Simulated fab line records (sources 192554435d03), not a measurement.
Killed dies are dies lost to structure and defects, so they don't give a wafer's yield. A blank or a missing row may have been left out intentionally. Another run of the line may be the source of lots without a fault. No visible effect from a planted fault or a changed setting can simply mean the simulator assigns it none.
Split-lot study -- flow n5-finfet -- 39 wafers read from 7 lots, route of 1938 steps

## THE SPLIT
At N5_BEOL_M0_SAQP_SPACER2_ALD_26 (deposits SiO2, target thk 15 nm, pulse time 1 s, purge time 2 s), the setting target-thk-a was moved away from the recipe's 150 angstrom on 18 of the 39 wafers read, by -43.6% to +47.7%. All remaining wafers had this setting at the recipe value.

## FROM THE SPLIT TO THE READING: what the file shows between them, 2 steps
- N5_BEOL_M0_SAQP_SPACER2_ETCHBACK_27: etches SiO2 in CHF3/O2, target depth 22.5 nm, time 11.25 s
- N5_BEOL_M0_SAQP_MANDREL2_REMOVE_110: chemistry HBr/Cl2/O2, target a-Si, stops on SiCN, bt time 10 s

## THE READING
Shown in nm: cd-nm at N5_BEOL_M0_SAQP_CD_MEAS_29, with target cd 14.4 nm. On this fab line, fault-free wafers typically give 15.02 nm with a standard deviation of 0.23 nm.

wafer,"tool, chamber at the split","target-thk-a as run, angstrom",against the recipe,"cd-nm, nm",against lot-mates on the recipe
L074.1,"ald-sin-01, 3,2,0",221.6,+47.7%,22.13,+7.02
L074.2,"ald-sin-01, 2,0,3",150,recipe,15.37,-
L074.3,"ald-sin-01, 2,0,3",150,recipe,14.84,-
L074.4,"ald-sin-01, 3,2,0",221.6,+47.7%,21.78,+6.67
L074.5,"ald-sin-01, 2,0,3",150,recipe,15.13,-
L074.6,"ald-sin-01, 3,2,0",221.6,+47.7%,22.64,+7.53
L075.1,"ald-sin-04, 1",216.3,+44.2%,21.35,+6.30
L075.2,"ald-sin-04, 3,2,2",150,recipe,15.32,-
L075.3,"ald-sin-04, 3,2,2",150,recipe,15.14,-
L075.4,"ald-sin-04, 0",216.3,+44.2%,21.63,+6.58
L075.5,"ald-sin-04, 1",216.3,+44.2%,21.69,+6.64
L075.6,"ald-sin-04, 3,2,2",150,recipe,14.68,-
L080.1,"ald-sin-02, 2,3",150,recipe,15.08,-
L080.2,"ald-sin-02, 2,3",150,recipe,15.13,-
L080.3,"ald-sin-02, 0,2",114,-24.0%,11.53,-3.69
L080.4,"ald-sin-02, 1",150,recipe,15.44,-
L080.5,"ald-sin-02, 0,2",114,-24.0%,11.81,-3.41
L080.6,"ald-sin-02, 1",114,-24.0%,11.44,-3.78
L086.1,"ald-sin-02, 1,3,2",84.65,-43.6%,8.41,-6.59
L086.2,"ald-sin-02, 2,0,3",150,recipe,14.89,-
L086.3,"ald-sin-02, 1,3,2",84.65,-43.6%,8.42,-6.58
L086.4,"ald-sin-02, 2,0,3",150,recipe,14.96,-
L086.5,"ald-sin-02, 2,0,3",150,recipe,15.14,-
L086.6,"ald-sin-02, 1,3,2",84.65,-43.6%,8.54,-6.46
L091.1,"ald-sin-04, 2,0",123.6,-17.6%,12.57,-2.36
L091.2,"ald-sin-04, 1",123.6,-17.6%,11.98,-2.95
L091.3,"ald-sin-04, 3,0,3",150,recipe,14.73,-
L091.4,"ald-sin-04, 3,0,3",150,recipe,15.11,-
L091.5,"ald-sin-04, 3,0,3",150,recipe,14.96,-
L091.6,"ald-sin-04, 2,0",123.6,-17.6%,12.49,-2.44
L095.1,"ald-sin-01, 1",150,recipe,15.18,-
L095.5,"ald-sin-01, 2",150,recipe,14.90,-
L095.6,"ald-sin-01, 1",150,recipe,14.98,-
L097.1,"ald-sin-04, 3,0,3",150,recipe,14.87,-
L097.2,"ald-sin-04, 2,1,0",189.6,+26.4%,19.12,+4.16
L097.3,"ald-sin-04, 2,1,0",189.6,+26.4%,18.96,+4.00
L097.4,"ald-sin-04, 2,1,0",189.6,+26.4%,18.96,+4.00
L097.5,"ald-sin-04, 3,0,3",150,recipe,15.30,-
L097.6,"ald-sin-04, 3,0,3",150,recipe,14.71,-
If several chambers appear in one row, that row covers several wafers at once and the file leaves open which wafer was in which chamber.

THE FIT
A straight line over all 39 wafers: cd-nm changes by +0.149 nm for each +1% of target-thk-a; r = +1.00; the points scatter about the line by 0.22 nm.
The same after taking each lot's own level away (the mean of its wafers on the recipe; 39 wafers): +0.149 nm for each +1%; r = +1.00; scatter 0.21 nm.
According to that fit, moving target-thk-a by its largest amount changes the reading by 7.1 nm.
The lots' own levels span 14.933 to 15.217 nm, that is 1.2 times the standard deviation above.
The two slopes agree, so the slope changes little with the lot-to-lot level.
Check: +7.12 nm against its lot-mates is what the line predicts for one of the wafers moved furthest among these (+47.7%) when that wafer is left out of the fit. It came out at +7.02 nm against them.

## FURTHER SPLITS ON THESE WAFERS
These wafers also went through other splits before the reading. Each is held against what the fit with the lots' levels taken away leaves over:
other split on the same wafers,wafers away from the commonest value,r with cd-nm (lot level and that fit taken away)
N5_SD_EPI_N_DEVELOP_08 develop-time-s,12,+0.18
N5_GATE_CUT_DESCUM_18 time-s,18,+0.36

## THE WHOLE CHAIN: every reading that the file lists as answering this split, in the file's order
step,what it does,reading,change (the file's fit),r (the file's)
N5_BEOL_M0_SAQP_SPACER2_ALD_26,"deposits SiO2, target thk 15 nm, pulse time 1 s, purge time 2 s","SiO2_of_BEOL_M0_SAQP_SPACER2_ALD_26.thk-nm (the simulator's own value, which no gauge read)",+0.151 nm for each +1% of the setting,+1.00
N5_BEOL_M0_SAQP_MANDREL2_REMOVE_110,"chemistry HBr/Cl2/O2, target a-Si, stops on SiCN, bt time 10 s","BEOL_M0_SAQP.cd-nm (the simulator's own value, which no gauge read)",+0.15 nm for each +1% of the setting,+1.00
N5_BEOL_M0_SAQP_CD_MEAS_29,target cd 14.4 nm,cd-nm,+0.149 nm for each +1% of the setting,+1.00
N5_BEOL_M0_CUTY_ETCH_63,"etches SOC in N2/H2, target depth 82.7 nm, overetch 16.5 nm, time 124 s","SiO2_of_BEOL_M0_SAQP_SPACER2_ALD_26.thk-nm (the simulator's own value, which no gauge read)",+0.142 nm for each +1% of the setting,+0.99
N5_BEOL_M0_HM_OPEN_105,"chemistry Cl2/BCl3, target TiN, target depth 12 nm","SiO2_of_BEOL_M0_SAQP_SPACER2_ALD_26.thk-nm (the simulator's own value, which no gauge read)","not straight: 0.4 at the lowest setting, 2.543 at the recipe, 9.6 at the highest",not given

## THE FILE'S OWN FIT
cd-nm changes by +0.149 nm for each +1% of target-thk-a, r = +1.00.
